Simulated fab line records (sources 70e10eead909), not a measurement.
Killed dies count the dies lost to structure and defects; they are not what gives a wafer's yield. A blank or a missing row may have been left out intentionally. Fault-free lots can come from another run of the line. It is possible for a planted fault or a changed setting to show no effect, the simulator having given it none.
Comparing a struck lot with a sound one	flow nand-harc	43 steps out of a route of 1159
Sound: wafers L653.4, L653.5, L653.6. Struck: wafers L667.3, L667.6. (L667.5 of the same lot was not struck and is left out.) The cause comes at the end.
Each step with rows lists, per side, the tool, then ch with its chambers, then its first start. Under that, the readings that differ: sound wafers	struck wafers	difference of the means	sigmas: that difference in standard deviations of wafers without a fault.
alike: same words and numbers on both sides, and readings whose means sit less than 2 such deviations apart. not compared: any withheld reading, any reading some wafer has no value for, any bound like >300 that may hide the same value, and any number with overlapping values for which the record gives no deviation.
The two part at a step that has a row with sigmas, a row that says differs or no value, or rows on one side only. Numbers that have no deviation but don't overlap get no sigmas and don't part them. Lack of a reading on every wafer of one side parts them only where that side has two or more wafers.

first, 1 step without rows for these wafers: NHARC_A_CONTACT_DEVELOP_41 (develop time 35 s).
NHARC_A_CONTACT_CD_MEAS_42 targets a cd of 200 nm.
  sound on cd-sem-01 ch 0, day 16 09:02; struck on cd-sem-02 ch 0, day 20 00:50
  alike: cd-nm
NHARC_A_CONTACT_OVL_MEAS_43:
  sound: overlay-02 at day 16 09:07; struck: overlay-02 at day 20 00:55
  alike: overlay-x-nm, overlay-y-nm
NHARC_A_CONTACT_INSPECT_44:
  sound: defect-inspect-01 at day 16 09:10; struck: defect-inspect-01 at day 20 00:57
  alike: raw-defect-count
NHARC_A_CONTACT_DESCUM_47: chemistry O2, time 3 s.
  sound on rie-diel-03 ch 0,2,3, day 16 09:14; struck on rie-diel-03 ch 1,3, day 20 01:04
  alike: drypump-motor-current-A, oes-product-au, rf-vpp-V, showerhead-plenum-p-Torr, throttle-valve-pct
  not compared: rf-hours-counter-h
then, 6 steps without rows for these wafers: NHARC_A_CONTACT_ETCH_48 (etches the open film in CF4, target depth 39 nm, time 65 s); NHARC_A_CONTACT_ETCH_49 (etches the open film in N2/H2, target depth 260 nm, time 475.3 s); NHARC_A_CONTACT_ETCH_50 (etches the open film in CF4/CHF3, target depth 84.7 nm, time 42.4 s); NHARC_A_CONTACT_ETCH_51 (etches the open film in O2/COS, target depth 3600 nm, time 936 s); NHARC_A_CONTACT_ETCH_111 (etches the open film in C4F8/O2/Ar, time 140 s, target depth 700 nm); NHARC_A_CONTACT_ETCH_112 (etches the open film in C4F8/O2/Ar, time 94 s, target depth 922 nm).
NHARC_A_CONTACT_ETCH_113: etches the open film in C4F8/O2/Ar, time 94 s, target depth 922 nm.
  sound on har-cap-etch-02 ch 0,1, day 16 10:49; struck on har-cap-etch-02 ch 0, day 20 02:58
reading	sound	struck	difference	sigmas
oes-air-line-au (a.u.)	1.028 1.036 1.035	0.997 0.971	-0.049	-2
  not compared: rf-hours-counter-h
NHARC_A_CONTACT_ETCH_114: etches the open film in C4F8/O2/Ar, time 94 s, target depth 922 nm.
  sound on har-cap-etch-02 ch 0,1, day 16 10:55; struck on har-cap-etch-02 ch 0, day 20 03:03
  alike: oes-air-line-au
  not compared: rf-hours-counter-h
NHARC_A_CONTACT_ETCH_115: etches the open film in C4F8/O2/Ar, time 94 s, target depth 922 nm.
  sound on har-cap-etch-02 ch 0,1, day 16 11:00; struck on har-cap-etch-02 ch 0, day 20 03:08
  alike: oes-air-line-au
  not compared: rf-hours-counter-h
then, 1 step without rows for these wafers: NHARC_A_CONTACT_ETCH_116 (etches the open film in C4F8/O2/Ar, time 94 s, target depth 922 nm).
NHARC_A_CONTACT_ETCH_117: etches the open film in C4F8/O2/Ar, time 94 s, target depth 922 nm.
  sound on har-cap-etch-02 ch 0,1, day 16 11:11; struck on har-cap-etch-02 ch 0, day 20 03:19
  alike: oes-air-line-au
  not compared: rf-hours-counter-h
then, 8 steps without rows for these wafers: NHARC_A_CONTACT_ETCH_118 (etches the open film in C4F8/O2/Ar, time 94 s, target depth 922 nm); NHARC_A_CONTACT_ETCH_119 (etches the open film in C4F8/O2/Ar, time 94 s, target depth 922 nm); NHARC_A_CONTACT_ETCH_120 (etches the open film in C4F8/O2/Ar, time 94 s, target depth 922 nm); NHARC_A_CONTACT_ETCH_121 (etches the open film in C4F8/O2/Ar, time 94 s, target depth 922 nm); NHARC_A_CONTACT_ETCH_122 (etches the open film in C4F8/O2/Ar, time 95 s, target depth 930 nm); NHARC_A_CONTACT_ETCH_123 (etches the open film in C4F8/O2/Ar, time 253 s, target depth 1090 nm); NHARC_A_CONTACT_ETCH_90 (etches the open film in CH3F/O2, target depth 40 nm, time 85.7 s); NHARC_A_CONTACT_ETCH_96 (etches the open film in C4F6/O2, target depth 20 nm, time 10 s).
NHARC_A_CONTACT_CD_MEAS_53:
  sound: cd-sem-01 at day 16 12:31; struck: cd-sem-01 at day 20 04:39
  alike: cd-nm
then, 4 steps without rows for these wafers: NHARC_A_CONTACT_STRIP_99 (strips in N2/H2); NHARC_A_CONTACT_STRIP_100 (strips in CF4/CHF3); NHARC_A_CONTACT_STRIP_101 (strips in O2/COS); NHARC_A_CONTACT_ETCH_102 (etches the open film in CF4/O2, target depth 70 nm, overetch 7 nm, time 38.5 s).
NHARC_A_CONTACT_STRIP_55: strips in O2.
  sound on rie-diel-13 ch 0,1,2; struck on rie-diel-03 ch 1,3
  alike: drypump-motor-current-A, oes-product-au, rf-vpp-V, showerhead-plenum-p-Torr, throttle-valve-pct
  not compared: rf-hours-counter-h
then, 12 steps without rows for these wafers: NHARC_A_CONTACT_STRIP_56 (strips in post etch residue remover, time 600 s); NHARC_A_CONTACT_DEP_57 (deposits aC, target thk 2800 nm); NHARC_A_CONTACT_DEP_58 (deposits SiON, target thk 60 nm); NHARC_A_CONTACT_DEHYDRATE_59 (time 120 s); NHARC_A_CONTACT_HMDS_60 (time 30 s); NHARC_A_CONTACT_COAT_61 (time 75 s); NHARC_A_CONTACT_COAT_62 (time 65 s); NHARC_A_CONTACT_COAT_63 (resist thk 90 nm); NHARC_A_CONTACT_SOFTBAKE_64 (time 55 s); NHARC_A_CONTACT_EBR_65; NHARC_A_CONTACT_EXPOSE_66 (exposes mask A CC 2); NHARC_A_CONTACT_PEB_67 (peb time 65 s).
-- record jumps: 3 days between struck wafers' starts before vs after; left off in module A_CONTACT, resumes in module END, first step shown is number 1159 of the route --
NHARC_END_SORT_01:
  at this point the record logs the struck wafers (prober-02 ch 0, day 23 15:36) and has no rows for the sound ones

== WHERE THEY PART ==
First at NHARC_A_CONTACT_ETCH_113; last, within this record, at NHARC_END_SORT_01.

WHY: what had been put in by the simulator
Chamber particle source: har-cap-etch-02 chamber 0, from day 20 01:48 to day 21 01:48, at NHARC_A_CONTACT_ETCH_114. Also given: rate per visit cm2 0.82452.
